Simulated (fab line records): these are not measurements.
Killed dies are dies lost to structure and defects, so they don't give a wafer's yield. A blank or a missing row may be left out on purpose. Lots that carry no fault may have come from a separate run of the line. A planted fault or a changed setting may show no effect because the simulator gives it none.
Which tool did it? + flow nand-harc + 24 lots, 72 wafers sampled, at 3 steps of a route of 1302

== WHAT THE GAUGES SHOWED, per wafer ==
NHARC_P_M2_CD_MEAS_16.
| lot  | measured     | on        | cd-nm (nm)        |
|------|--------------|-----------|-------------------|
| L074 | day 6 15:31  | cd-sem-02 | 169.3 167.7 169.7 |
| L075 | day 6 15:58  | cd-sem-02 | 169.4 166.6 169.0 |
| L076 | day 7 05:03  | cd-sem-03 | 170.6 168.3 170.7 |
| L077 | day 7 20:31  | cd-sem-01 | 169.7 169.5 169.7 |
| L078 | day 8 02:38  | cd-sem-02 | 172.0 169.6 172.3 |
| L079 | day 8 09:30  | cd-sem-02 | 169.6 169.8 170.1 |
| L080 | day 9 01:58  | cd-sem-03 | 170.8 170.0 170.8 |
| L081 | day 9 18:32  | cd-sem-01 | 171.6 172.2 171.9 |
| L082 | day 9 22:35  | cd-sem-03 | 169.7 169.8 171.3 |
| L083 | day 10 08:20 | cd-sem-01 | 169.4 170.0 171.0 |
| L084 | day 11 02:14 | cd-sem-03 | 171.3 168.3 169.6 |
| L085 | day 11 04:09 | cd-sem-01 | 170.4 169.5 168.6 |
| L087 | day 11 15:52 | cd-sem-03 | 171.7 170.2 170.6 |
| L086 | day 11 16:49 | cd-sem-03 | 169.1 169.4 169.8 |
| L089 | day 12 08:26 | cd-sem-03 | 170.3 170.1 170.6 |
| L088 | day 12 09:42 | cd-sem-01 | 170.9 170.3 171.3 |
| L090 | day 13 06:26 | cd-sem-02 | 171.4 171.1 169.8 |
| L091 | day 13 07:53 | cd-sem-02 | 169.6 170.2 169.2 |
| L092 | day 14 00:22 | cd-sem-01 | 170.4 169.6 169.2 |
| L093 | day 14 05:31 | cd-sem-02 | 170.4 171.2 170.7 |
| L094 | day 14 17:14 | cd-sem-01 | 169.9 170.4 171.3 |
| L095 | day 15 10:03 | cd-sem-01 | 172.9 171.3 171.9 |
| L097 | day 15 20:26 | cd-sem-02 | 170.4 171.0 171.6 |
| L096 | day 15 20:44 | cd-sem-02 | 171.0 171.5 173.2 |

NHARC_P_M2_THK_MEAS_24: measures by xrf.
| lot  | measured     | on            | thk-nm (nm)       |
|------|--------------|---------------|-------------------|
| L074 | day 6 17:40  | film-metro-02 | 145.4 146.4 146.7 |
| L075 | day 6 18:07  | film-metro-02 | 142.6 143.6 146.1 |
| L076 | day 7 07:15  | film-metro-02 | 143.0 141.7 142.7 |
| L077 | day 7 22:37  | film-metro-01 | 144.5 142.4 143.8 |
| L078 | day 8 04:44  | film-metro-02 | 147.8 145.5 146.2 |
| L079 | day 8 11:37  | film-metro-02 | 141.8 142.4 141.8 |
| L080 | day 9 04:04  | film-metro-01 | 145.0 143.1 146.9 |
| L081 | day 9 20:38  | film-metro-02 | 144.3 144.9 143.3 |
| L082 | day 10 00:42 | film-metro-02 | 142.8 143.9 144.3 |
| L083 | day 10 10:25 | film-metro-01 | 142.2 141.2 143.1 |
| L084 | day 11 04:24 | film-metro-02 | 142.9 144.7 144.8 |
| L085 | day 11 06:20 | film-metro-01 | 146.8 146.0 141.5 |
| L087 | day 11 17:58 | film-metro-02 | 144.8 143.3 144.1 |
| L086 | day 11 18:58 | film-metro-01 | 143.2 145.4 142.2 |
| L089 | day 12 10:33 | film-metro-02 | 143.5 144.8 143.8 |
| L088 | day 12 11:51 | film-metro-01 | 143.0 142.7 143.9 |
| L090 | day 13 08:38 | film-metro-01 | 141.3 143.7 145.5 |
| L091 | day 13 10:04 | film-metro-01 | 145.8 140.9 144.4 |
| L092 | day 14 02:41 | film-metro-01 | 144.1 146.1 147.5 |
| L093 | day 14 07:41 | film-metro-02 | 141.1 143.4 145.2 |
| L094 | day 14 19:21 | film-metro-02 | 143.8 142.9 145.3 |
| L095 | day 15 12:14 | film-metro-02 | 143.4 146.5 145.9 |
| L097 | day 15 22:38 | film-metro-02 | 141.9 146.7 145.3 |
| L096 | day 15 22:52 | film-metro-01 | 147.1 143.6 143.8 |

== EACH LOT AND THE TOOL THAT RAN IT (in order: tool; ch and the chambers of the sampled wafers; start) ==
| lot  | NHARC_P_M2_DEGAS_29          |
|------|------------------------------|
| L074 | pvd-sputter-01, day 6 16:16  |
| L075 | pvd-sputter-03, day 6 16:44  |
| L076 | pvd-sputter-02, day 7 05:45  |
| L077 | pvd-sputter-01, day 7 21:13  |
| L078 | pvd-sputter-01, day 8 03:20  |
| L079 | pvd-sputter-01, day 8 10:13  |
| L080 | pvd-sputter-01, day 9 02:41  |
| L081 | pvd-sputter-03, day 9 19:15  |
| L082 | pvd-sputter-03, day 9 23:20  |
| L083 | pvd-sputter-02, day 10 09:02 |
| L084 | pvd-sputter-03, day 11 02:58 |
| L085 | pvd-sputter-03, day 11 04:56 |
| L087 | pvd-sputter-01, day 11 16:36 |
| L086 | pvd-sputter-02, day 11 17:32 |
| L089 | pvd-sputter-03, day 12 09:09 |
| L088 | pvd-sputter-01, day 12 10:25 |
| L090 | pvd-sputter-01, day 13 07:13 |
| L091 | pvd-sputter-02, day 13 08:40 |
| L092 | pvd-sputter-01, day 14 01:16 |
| L093 | pvd-sputter-02, day 14 06:17 |
| L094 | pvd-sputter-03, day 14 17:58 |
| L095 | pvd-sputter-03, day 15 10:50 |
| L097 | pvd-sputter-02, day 15 21:14 |
| L096 | pvd-sputter-01, day 15 21:29 |
- NHARC_P_M2_DEGAS_29: time 60 s.

== AS READ BY THE TOOLS THEMSELVES (means over the sampled wafers that have a number; for cases with no such wafer, the mark the record gives instead) ==
NHARC_P_M2_DEGAS_29.
| lot  | tool           | heater-power-w (W) |
|------|----------------|--------------------|
| L074 | pvd-sputter-01 | 340                |
| L075 | pvd-sputter-03 | 309                |
| L076 | pvd-sputter-02 | 355                |
| L077 | pvd-sputter-01 | 334                |
| L078 | pvd-sputter-01 | 352                |
| L079 | pvd-sputter-01 | 356                |
| L080 | pvd-sputter-01 | 351                |
| L081 | pvd-sputter-03 | 313                |
| L082 | pvd-sputter-03 | 316                |
| L083 | pvd-sputter-02 | 369                |
| L084 | pvd-sputter-03 | 310                |
| L085 | pvd-sputter-03 | 310                |
| L087 | pvd-sputter-01 | 357                |
| L086 | pvd-sputter-02 | 367                |
| L089 | pvd-sputter-03 | 324                |
| L088 | pvd-sputter-01 | 333                |
| L090 | pvd-sputter-01 | 353                |
| L091 | pvd-sputter-02 | 366                |
| L092 | pvd-sputter-01 | 351                |
| L093 | pvd-sputter-02 | 355                |
| L094 | pvd-sputter-03 | 318                |
| L095 | pvd-sputter-03 | 318                |
| L097 | pvd-sputter-02 | 371                |
| L096 | pvd-sputter-01 | 338                |

== THE ANSWER, worked out from the rows above alone ==
Rule: usual is defined by the lots themselves. The widest of any qualifying gaps counts: lots, ordered by their means at a reading, are off when they make up no more than a third of the lots, leave a main group of 4 or more, and stand apart from it by 3 or more times the standard deviation of that group's means. If all means in a main group match to the digits the tables above print for the reading, that group is not used. Also off: a lot with no number at a reading for which 4 or more lots have one. All remaining lots with rows at the step are treated as sound. After the gauges, taken in route order, come the tools' own readings; for these a lot's mean is taken, as printed above. At the first step where some lot is off, the reading lying furthest off is the one used; lots without a number count as furthest.
No lot is off at any reading shown: from this, nothing can be told.

== WHAT THE SIMULATOR HAD INSERTED ==
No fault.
